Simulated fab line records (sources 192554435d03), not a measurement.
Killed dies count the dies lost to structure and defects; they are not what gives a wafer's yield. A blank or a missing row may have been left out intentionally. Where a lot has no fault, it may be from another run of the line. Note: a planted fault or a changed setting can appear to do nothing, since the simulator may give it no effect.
Which of the tools did it? | flow n5_finfet | 11 lots with 31 wafers sampled at 5 steps, on a route of 1938 steps

## WHAT THE GAUGES READ, wafer by wafer
The record holds no reading of a measuring or inspecting step that can be judged against a usual standard deviation.

## EACH LOT AND THE TOOL THAT RAN IT (in order: tool; ch and the chambers of the sampled wafers; start)
lot  | N5_BEOL_M12_ETCH_59                | N5_BEOL_M12_STRIP_37                 | N5_BEOL_M12_SPUTTER_43       | N5_BEOL_M12_CMP_49            | N5_PASSIVATION_PROBE_49
L658 | rie_diel-04 ch 0,1,3, day 10 11:47 | plasma_asher-02 ch 0,1, day 10 13:29 | pvd_sputter-03, day 10 14:16 | cmp-01 ch 1,3, day 10 15:13   | prober-01, day 12 15:05
L665 | rie_diel-01 ch 0,2,3, day 12 21:07 | plasma_asher-02 ch 0,1, day 12 22:46 | pvd_sputter-02, day 13 00:24 | cmp-02 ch 0,2,3, day 13 01:07 | prober-02, day 14 13:04
L666 | rie_diel-01 ch 0,1,2, day 13 06:50 | plasma_asher-02 ch 0,1, day 13 08:24 | pvd_sputter-02, day 13 10:05 | cmp-04 ch 0,1,3, day 13 11:37 | -
L668 | rie_diel-03 ch 2,3, day 13 16:39   | plasma_asher-02 ch 0,1, day 13 18:05 | pvd_sputter-02, day 13 19:04 | cmp-02 ch 0,2, day 13 19:47   | prober-01, day 15 04:51
L667 | rie_diel-03 ch 1,2,3, day 13 18:03 | plasma_asher-02 ch 0,1, day 13 19:29 | pvd_sputter-01, day 13 20:49 | cmp-04 ch 0,3, day 13 22:08   | -
L669 | rie_diel-03 ch 0,2,3, day 13 18:49 | plasma_asher-02 ch 0,1, day 13 21:44 | pvd_sputter-01, day 14 00:35 | cmp-04 ch 0,1,3, day 14 01:19 | prober-01, day 15 10:35
L671 | rie_diel-03 ch 0,1, day 13 20:49   | plasma_asher-02 ch 0,1, day 14 00:19 | pvd_sputter-03, day 14 06:37 | cmp-04 ch 0,3, day 14 07:27   | prober-02, day 15 15:01
L670 | rie_diel-04 ch 0,1,3, day 14 03:47 | plasma_asher-01 ch 0,1, day 14 05:47 | pvd_sputter-02, day 14 06:47 | cmp-01 ch 0,1,3, day 14 07:32 | prober-02, day 15 20:04
L673 | rie_diel-03 ch 0,3, day 14 09:22   | plasma_asher-02 ch 0, day 14 11:14   | pvd_sputter-02, day 14 14:14 | cmp-04 ch 0,3, day 14 15:20   | prober-02, day 16 01:59
L678 | rie_diel-04 ch 0, day 16 09:20     | plasma_asher-02 ch 0,1, day 16 11:44 | pvd_sputter-02, day 16 13:47 | cmp-04 ch 1,3, day 16 14:38   | -
L680 | rie_diel-03 ch 1,2, day 16 15:18   | plasma_asher-01 ch 0, day 16 17:35   | pvd_sputter-03, day 16 22:47 | cmp-04 ch 3, day 16 23:39     | prober-02, day 19 04:22
- N5_BEOL_M12_ETCH_59: etches BARC in N2/H2, target depth 89 nm, overetch 26.7 nm, time 67.9 s.
- N5_BEOL_M12_STRIP_37: strips in N2/H2.
- N5_BEOL_M12_SPUTTER_43: material TaN, target thk 15 nm, time 24.19 s.
- N5_BEOL_M12_CMP_49: polishes, stops on SiOC, t overpolish 20.6 s, target thk 320 nm.
- N5_PASSIVATION_PROBE_49

## WHAT THE TOOLS THEMSELVES READ (means of the sampled wafers that have a number; where no wafer has one, the mark that the record gives instead)
N5_BEOL_M12_ETCH_59. Usual: drypump_motor_current_A 5.7 A, standard deviation 0.38; oes_product_au 0.68 a.u., standard deviation 0.071; rf_vpp_V 524.3 V, standard deviation 1.9; showerhead_plenum_p_Torr 2.55 Torr, standard deviation 0.058; throttle_valve_pct 17.76 %, standard deviation 0.27.
lot  | tool        | drypump_motor_current_A (A) | oes_product_au (a.u.) | rf_vpp_V (V) | showerhead_plenum_p_Torr (Torr) | throttle_valve_pct (%) | flag
L658 | rie_diel-04 | 6.0                         | 0.65                  | 525.2        | 2.57                            | 17.99                  |
L665 | rie_diel-01 | 5.6                         | 0.63                  | 524.8        | 2.53                            | 17.85                  |
L666 | rie_diel-01 | 5.2                         | 0.67                  | 523.2        | 2.51                            | 17.82                  |
L668 | rie_diel-03 | 5.7                         | 0.71                  | 524.4        | 2.57                            | 17.62                  |
L667 | rie_diel-03 | 5.5                         | 0.67                  | 524.2        | 2.55                            | 17.69                  |
L669 | rie_diel-03 | 5.5                         | 0.68                  | 526.9        | 2.58                            | 17.62                  |
L671 | rie_diel-03 | 5.4                         | 0.64                  | 524.7        | 2.57                            | 17.70                  |
L670 | rie_diel-04 | 6.0                         | 0.72                  | 524.2        | 2.56                            | 17.90                  |
L673 | rie_diel-03 | 5.5                         | 0.68                  | 527.2        | 2.62                            | 17.60                  |
L678 | rie_diel-04 | 6.0                         | 0.60                  | 523.4        | 2.50                            | 18.24                  |
L680 | rie_diel-03 | 5.3                         | 0.60                  | 523.5        | 2.50                            | 17.80                  |

N5_BEOL_M12_STRIP_37. Usual: drypump_motor_current_A 5.9 A, standard deviation 0.69; heater_power_w 348 W, standard deviation 20; oes_product_au 0.789 a.u., standard deviation 0.011.
lot  | tool            | drypump_motor_current_A (A) | heater_power_w (W) | oes_product_au (a.u.) | flag
L658 | plasma_asher-02 | 6.1                         | 362                | 0.786                 |
L665 | plasma_asher-02 | 6.4                         | 351                | 0.797                 |
L666 | plasma_asher-02 | 6.0                         | 366                | 0.788                 |
L668 | plasma_asher-02 | 6.4                         | 350                | 0.784                 |
L667 | plasma_asher-02 | 6.4                         | 348                | 0.789                 |
L669 | plasma_asher-02 | 6.4                         | 348                | 0.788                 |
L671 | plasma_asher-02 | 6.1                         | 363                | 0.801                 |
L670 | plasma_asher-01 | 5.7                         | 329                | 0.793                 |
L673 | plasma_asher-02 | 6.8                         | 333                | 0.791                 |
L678 | plasma_asher-02 | 6.2                         | 354                | 0.790                 |
L680 | plasma_asher-01 | 6.1                         | 332                | 0.784                 |

N5_BEOL_M12_SPUTTER_43. Usual: substrate_temp_c 50.01 C, standard deviation 0.11; throttle_valve_pct 30.2 %, standard deviation 1.3.
lot  | tool           | substrate_temp_c (C) | throttle_valve_pct (%) | flag
L658 | pvd_sputter-03 | 50.03                | 30.3                   |
L665 | pvd_sputter-02 | 50.13                | 29.7                   |
L666 | pvd_sputter-02 | 49.92                | 29.6                   |
L668 | pvd_sputter-02 | 49.98                | 29.7                   |
L667 | pvd_sputter-01 | 50.01                | 31.0                   |
L669 | pvd_sputter-01 | 50.07                | 30.7                   |
L671 | pvd_sputter-03 | 50.01                | 29.9                   |
L670 | pvd_sputter-02 | 49.98                | 29.9                   |
L673 | pvd_sputter-02 | 49.94                | 31.2                   |
L678 | pvd_sputter-02 | 49.86                | 30.4                   |
L680 | pvd_sputter-03 | 49.83                | 29.0                   |

N5_BEOL_M12_CMP_49. Usual: barrier_field_endpoint_s 30.1 s, standard deviation 0.69; motor_current_A 5.8 A, standard deviation 0.47; overpolish_run_s 20.600 s, standard deviation 0.009; platen_rpm 50.00 rpm, standard deviation 0.034.
lot  | tool   | barrier_field_endpoint_s (s) | motor_current_A (A) | overpolish_run_s (s) | platen_rpm (rpm) | flag
L658 | cmp-01 | 29.9                         | 6.2                 | 20.600               | 49.99            |
L665 | cmp-02 | 30.1                         | 5.7                 | 20.604               | 50.02            |
L666 | cmp-04 | 30.3                         | 6.1                 | 20.605               | 50.00            |
L668 | cmp-02 | 29.6                         | 5.7                 | 20.600               | 50.03            |
L667 | cmp-04 | 30.2                         | 5.7                 | 20.589               | 50.01            |
L669 | cmp-04 | 29.4                         | 5.9                 | 20.596               | 49.99            |
L671 | cmp-04 | 29.5                         | 5.7                 | 20.595               | 50.02            |
L670 | cmp-01 | 29.9                         | 5.9                 | 20.600               | 49.99            |
L673 | cmp-04 | 30.0                         | 5.7                 | 20.606               | 50.00            |
L678 | cmp-04 | 23.9                         | 6.2                 | 20.609               | 50.03            | OFF
L680 | cmp-04 | 16.5                         | 5.8                 | 20.608               | 49.98            | OFF

N5_PASSIVATION_PROBE_49. Usual: defect_limited_yield 91.4 %, standard deviation 1.4; killed_at_M0_to_M3 31, standard deviation 10; killed_at_M4_up 14, standard deviation 5.6; killed_at_contacts 13, standard deviation 6.3; killed_at_front_end 39, standard deviation 10; killed_at_other 4, standard deviation 3.1; killed_dies 101, standard deviation 16; killed_on_rim 13, standard deviation 3.9; killed_open 65, standard deviation 13; killed_short 34, standard deviation 7.2; sort_bin_5_function 5.1 %, standard deviation 0.88; sort_bin_6_memory 3.2 %, standard deviation 0.66; sort_n_pass 1079, standard deviation 16; sort_yield_pct 91.4 %, standard deviation 1.4.
lot  | tool      | defect_limited_yield (%) | killed_at_M0_to_M3 | killed_at_M4_up | killed_at_contacts | killed_at_front_end | killed_at_other | killed_dies | killed_on_rim | killed_open | killed_short | sort_bin_5_function (%) | sort_bin_6_memory (%) | sort_n_pass | sort_yield_pct (%) | flag
L658 | prober-01 | 90.9                     | 29                 | 8               | 16                 | 43                  | 12              | 107         | 17            | 72          | 34           | 5.3                     | 3.4                   | 1073        | 90.9               |
L665 | prober-02 | 91.3                     | 34                 | 11              | 7                  | 45                  | 5               | 103         | 12            | 59          | 43           | 5.1                     | 3.0                   | 1077        | 91.3               |
L668 | prober-01 | 90.0                     | 37                 | 21              | 10                 | 48                  | 2               | 119         | 15            | 78          | 39           | 6.0                     | 3.5                   | 1061        | 90.0               |
L669 | prober-01 | 90.7                     | 41                 | 15              | 18                 | 32                  | 3               | 109         | 13            | 69          | 39           | 5.9                     | 3.0                   | 1071        | 90.7               |
L671 | prober-02 | 90.3                     | 27                 | 17              | 23                 | 43                  | 5               | 115         | 13            | 73          | 40           | 5.5                     | 3.7                   | 1065        | 90.3               |
L670 | prober-02 | 90.1                     | 34                 | 16              | 10                 | 47                  | 10              | 117         | 14            | 75          | 39           | 5.7                     | 3.8                   | 1063        | 90.1               |
L673 | prober-02 | 91.8                     | 22                 | 15              | 17                 | 40                  | 2               | 96          | 14            | 60          | 35           | 4.7                     | 3.1                   | 1084        | 91.8               |
L680 | prober-02 | 92.8                     | 30                 | 8               | 4                  | 42                  | 2               | 84          | 8             | 56          | 28           | 4.2                     | 2.6                   | 1096        | 92.8               |

## THE ANSWER, worked out from the rows above alone
Rule: lot off if the mean of its wafers having a number is beyond 3 standard deviations from the usual mean. A lot without any number at a reading at which 4 lots or more have one is off too. The other lots that the step has rows for count as sound. The gauges are gone through in route order, then the tools' own readings, and for those a lot's mean is taken as printed above. The first step at which some lot is off is used, and at that step the reading that is off furthest; a lot without a number counts as furthest.
Off at N5_BEOL_M12_CMP_49 (barrier_field_endpoint_s): L678, L680.
A tool fits if, at that step or a process step before it, it ran every lot that is off, and no sound lot after the first of them. One fits: cmp-04 at N5_BEOL_M12_CMP_49. A fault onset in the window from L673 (day 14 15:20, its last sound lot) to L678 (day 16 14:38, its first lot off) fits.
The tool's own readings at N5_BEOL_M12_CMP_49 bear it out: on the lots that are off they differ by more than 5 times the standard deviation of the sound lots' means. barrier_field_endpoint_s reads 20.2 s there against 29.9 s on the sound lots.

## WHAT WAS PUT IN BY THE SIMULATOR
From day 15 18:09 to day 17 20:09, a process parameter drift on cmp-04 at N5_BEOL_M12_CMP_49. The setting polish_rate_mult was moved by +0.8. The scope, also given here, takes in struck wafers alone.
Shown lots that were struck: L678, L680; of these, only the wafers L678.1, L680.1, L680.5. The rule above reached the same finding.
